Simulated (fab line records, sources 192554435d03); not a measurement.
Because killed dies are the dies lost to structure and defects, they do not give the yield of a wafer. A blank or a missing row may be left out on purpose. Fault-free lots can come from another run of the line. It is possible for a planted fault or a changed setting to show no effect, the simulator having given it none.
Code-filled problem report in 8D (eight disciplines) form	flow n5-finfet	the parts of the form that need people (team, actions taken, sign-off) are left out

1. PROBLEM STATEMENT
killed_at_M4_up at N5_PASSIVATION_PROBE_49 reads a mean of 108 on 2 wafers of 2 lots; wafers without a fault read 14 with a standard deviation of 5.3. Measured from the usual mean, that is +18 standard deviations.
First seen on wafer L478.2, day 17 05:03, on prober-02. The record holds 10 wafers of 4 lots with a number at this step. The rule behind "out" and "out of limits": a value lying over 4 standard deviations away from the usual mean. All remaining wafers that have a number are taken as sound.

2. WHAT THIS IS AND IS NOT
question	is	is not
which readings at this step	killed_at_M4_up, defect-limited-yield, killed-dies, sort_bin_5_function, sort-n-pass, sort-yield-pct	killed_at_M0_to_M3, killed-at-contacts, killed-at-front-end, killed-at-other, killed-open, killed-short, sort_bin_6_memory, sort_bin_8_speed
which lots	L478, L480	L471, L484
which wafers of those lots	L478.2, L480.2	L478.1, L478.5, L480.3, L480.4
read on which tools	prober-01, prober-02	-
when	from day 17 05:03	up to then (4 sound wafers); but 4 sound wafers of L478, L480, L484 came after

3. THE SUSPECTS, EACH WITH WHAT RULES IT OUT
Counting: a tool at a process step up to the reading stays a suspect if it ran every lot that is out. Sound lots after the first of them don't rule it out here, since some wafers of a struck lot are sound.
- pvd-sputter-02 at N5_BEOL_M14_PRE_CLEAN_42 (time 30 s): kept. It ran every lot that is out, first L478 (day 16 04:34).
Left after counting: pvd-sputter-02 at N5_BEOL_M14_PRE_CLEAN_42.

4. THE CAUSE (what the simulator had put in)
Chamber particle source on pvd-sputter-02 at N5_BEOL_M14_PRE_CLEAN_42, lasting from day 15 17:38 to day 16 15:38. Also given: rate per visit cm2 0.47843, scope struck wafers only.
Only this tool survived the counting.

5. THE EFFECT CHAIN, in route order
Each row: a reading where the mean over the struck wafers with a number is more than 3 standard deviations away from the usual. Only readings whose record carries a usual standard deviation are examined. hours: median over the lots of the time between each lot's start at the first step of this table that gives one and its start at this step. sigmas: the change, counted in usual standard deviations.
hours	step	reading	usual	on struck wafers	change	sigmas
0	N5_PASSIVATION_PROBE_49	defect-limited-yield	90.9 %	83.1	-7.8	-5.6
0	N5_PASSIVATION_PROBE_49	killed_at_M4_up	14	108	+94	+18
0	N5_PASSIVATION_PROBE_49	killed-dies	107	200	+92	+5.4
0	N5_PASSIVATION_PROBE_49	sort_bin_5_function	5.3 %	10.8	+5.5	+5.8
0	N5_PASSIVATION_PROBE_49	sort-n-pass	1073	980	-92	-5.4
0	N5_PASSIVATION_PROBE_49	sort-yield-pct	90.9 %	83.1	-7.8	-5.2
The process steps in it:
- N5_PASSIVATION_PROBE_49

6. WHAT WOULD HAVE CAUGHT IT SOONER
In this record the first reading out of limits was taken at day 17 05:03, 35 hours after the fault began at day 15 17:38.
No tool reading at N5_BEOL_M14_PRE_CLEAN_42 that has a usual standard deviation in the record was out on any struck wafer, so an alarm limit of 4 standard deviations on those readings would not have fired.
Lots out: 2; all had begun N5_BEOL_M14_PRE_CLEAN_42 on pvd-sputter-02 by day 17 05:03. Had the tool been put on hold then, not one of them would have been saved.
